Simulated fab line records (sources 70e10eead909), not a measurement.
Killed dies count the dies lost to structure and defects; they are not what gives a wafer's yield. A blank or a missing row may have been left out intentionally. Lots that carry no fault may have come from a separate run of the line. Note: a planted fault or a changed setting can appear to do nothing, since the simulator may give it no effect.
Code-filled problem report in 8D (eight disciplines) form ; flow nand harc ; the parts of the form that need people (team, actions taken, sign-off) are left out

1. WHAT WENT WRONG
At NHARC_P_STI_INSPECT_11, raw defect count averages 343.0 over 6 wafers from 2 lots, while fault-free wafers read 5.6, standard deviation 2.7. So: +99 or more standard deviations from the usual mean.
Earliest sighting: wafer L807.1 on defect inspect-01 at day 9 20:47. The record has a number at this step for 36 wafers belonging to 12 lots. The rule behind "out" and "out of limits": a value lying over 4 standard deviations away from the usual mean. All remaining wafers that have a number are taken as sound.

2. WHAT THIS IS AND IS NOT
question;is;is not
which readings at this step;raw defect count;-
which lots;L807, L808;L790, L791, L792, L793, L794, L796, L798, L801, L802, L804
which wafers of those lots;all that have a number;-
read on which gauges;defect inspect-01, defect inspect-02;-
when;from day 9 20:47;up to then (30 sound wafers)

3. WHAT RULES OUT EACH SUSPECT
Counting: a tool at a process step up to the reading stays a suspect if it ran every lot that is out and no sound lot after the first of them.
- the gauge at NHARC_P_STI_INSPECT_11 is ruled out. Those wafers that are out were read across 2 gauges (defect inspect-01, defect inspect-02).
- furnace-08 at NHARC_P_STI_OXIDE_29 (material SiO2, target thk 10 nm, ox time 1362 s): kept. Every lot that is out went through it, starting with L807 (day 9 09:23), and after that it ran no sound lot; the last sound lot it ran before then is L804 (day 8 03:34).
Left after counting: furnace-08 at NHARC_P_STI_OXIDE_29.

4. THE CAUSE (what the simulator had put in)
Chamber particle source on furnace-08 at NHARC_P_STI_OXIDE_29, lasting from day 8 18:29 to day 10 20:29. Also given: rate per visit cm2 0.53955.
The count eliminated every tool but this one.

5. THE CHAIN OF EFFECTS, in route order
Each row: a reading whose mean over the struck wafers that have a number lies more than 3 standard deviations from the usual. Only readings whose record carries a usual standard deviation are examined. hours: median over the lots of the time between each lot's start at the first step of this table that gives one and its start at this step. sigmas: the change, counted in usual standard deviations.
hours;step;reading;usual;on struck wafers;change;sigmas
0;NHARC_P_STI_INSPECT_11;raw defect count;5.6;343.0;+337.4;+99 or more
525;NHARC_END_SORT_01;killed at periphery;4;244;+240;+80
525;NHARC_END_SORT_01;killed dies;51;297;+246;+16

6. WHAT WOULD HAVE CAUGHT IT SOONER
In this record the first reading out of limits at a measuring or inspecting step was taken at day 9 20:47, 26 hours after the fault began at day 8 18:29.
Of the tool readings at NHARC_P_STI_OXIDE_29 for which the record gives a usual standard deviation, none was out on any struck wafer, so an alarm limit of 4 standard deviations on them would not have fired.
Of the lots that are out (2), L808 began NHARC_P_STI_OXIDE_29 on furnace-08 after day 9 20:47. A tool hold placed at that time would have kept it from harm.
